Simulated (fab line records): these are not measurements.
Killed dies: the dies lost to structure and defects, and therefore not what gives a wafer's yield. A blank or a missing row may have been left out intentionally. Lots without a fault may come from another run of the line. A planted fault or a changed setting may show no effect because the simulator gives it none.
What tool caused it?    flow n5 finfet    Sampling: 10 lots, 30 wafers, 5 of 1938 route steps

WHAT EACH GAUGE READ, for each wafer
N5_BEOL_M5_OCD_MEAS_38.
lot   measured      on      trench depth nm (nm)
L904  day 9 23:17   ocd-01  70.8 71.6 72.3
L903  day 9 22:16   ocd-02  71.0 72.0 72.0
L907  day 10 00:28  ocd-02  71.6 72.0 71.7
L906  day 10 13:08  ocd-01  70.6 73.7 72.0
L909  day 11 04:01  ocd-01  73.0 70.5 71.1
L916  day 12 20:31  ocd-01  - - -
L915  day 12 20:40  ocd-01  - - -
L919  day 13 14:34  ocd-01  72.1 69.0 71.2
L920  day 14 01:30  ocd-02  70.6 73.5 71.4
L921  day 14 08:05  ocd-02  71.7 70.2 71.6

WHICH TOOL RAN EACH LOT (tool, then ch and the chambers of the sampled wafers, then the start)
lot   N5_BEOL_M4_ANNEAL_51              N5_BEOL_M4_CO_CAP_55              N5_BEOL_M5_ILD_DEP_00            N5_BEOL_M5_HM_DEP_02
L904  rtp anneal-02 ch 0, day 9 13:19   cvd co-01 ch 0,1, day 9 13:54     pecvd-02 ch 0,2, day 9 15:08     pvd sputter-02, day 9 17:24
L903  rtp anneal-02 ch 0, day 9 15:49   cvd co-01 ch 0,1, day 9 16:28     pecvd-01 ch 1,2, day 9 17:40     pvd sputter-01, day 9 18:22
L907  rtp anneal-02 ch 0, day 9 17:17   cvd co-01 ch 0,1,2, day 9 17:55   pecvd-01 ch 1,2, day 9 19:08     pvd sputter-02, day 9 21:00
L906  rtp anneal-01 ch 0, day 10 03:30  cvd co-01 ch 1,2, day 10 04:10    pecvd-02 ch 0,1, day 10 05:22    pvd sputter-01, day 10 09:00
L909  rtp anneal-02 ch 0, day 10 22:25  cvd co-02 ch 0,1, day 10 23:06    pecvd-02 ch 1,2, day 11 00:17    pvd sputter-03, day 11 02:04
L916  rtp anneal-02 ch 0, day 12 12:23  cvd co-01 ch 0,1, day 12 13:01    pecvd-02 ch 1,2, day 12 14:15    pvd sputter-02, day 12 16:05
L915  rtp anneal-02 ch 0, day 12 13:35  cvd co-02 ch 0,1,2, day 12 14:16  pecvd-03 ch 1,2, day 12 15:27    pvd sputter-02, day 12 17:08
L919  rtp anneal-02 ch 0, day 13 09:53  cvd co-02 ch 0,1,2, day 13 10:30  pecvd-02 ch 0,2, day 13 11:43    pvd sputter-02, day 13 12:29
L920  rtp anneal-01 ch 0, day 13 17:10  cvd co-02 ch 0,2, day 13 18:19    pecvd-02 ch 0,2, day 13 19:31    pvd sputter-01, day 13 21:07
L921  rtp anneal-01 ch 0, day 14 01:16  cvd co-01 ch 0,1, day 14 01:57    pecvd-02 ch 0,1,2, day 14 03:10  pvd sputter-03, day 14 05:28
- N5_BEOL_M4_ANNEAL_51: time 90 s.
- N5_BEOL_M4_CO_CAP_55: material Co, precursor CCTBA/H2, target thk 2 nm, time 102.1 s.
- N5_BEOL_M5_ILD_DEP_00: deposits SiCOH lowk from DEMS/porogen, target thk 140.64 nm, time 25.9 s.
- N5_BEOL_M5_HM_DEP_02: deposits TiN, target thk 20 nm.

THE ANSWER, worked out from the rows above alone
Rule: the usual values come from the lots themselves. The widest of any qualifying gaps counts: lots, ordered by their means at a reading, are off when they make up no more than a third of the lots, leave a main group of 4 or more, and stand apart from it by 3 or more times the standard deviation of that group's means. The tables above print the reading to a certain number of digits; a main group whose means all agree to those digits is not used. A lot without any number at a reading at which 4 lots or more have one is off too. The other lots that the step has rows for count as sound.
Off: L916, L915 (N5_BEOL_M5_OCD_MEAS_38, trench depth nm). Without a number there: L916, L915. Main group: mean 71.5 nm, sd 0.39.
A tool fits if, at a process step before that reading, it ran every lot that is off, and no sound lot after the first of them. The gauges at N5_BEOL_M5_OCD_MEAS_38 are tried like those tools. Not one of the candidates tried fits.

WHAT HAD BEEN PUT IN BY THE SIMULATOR
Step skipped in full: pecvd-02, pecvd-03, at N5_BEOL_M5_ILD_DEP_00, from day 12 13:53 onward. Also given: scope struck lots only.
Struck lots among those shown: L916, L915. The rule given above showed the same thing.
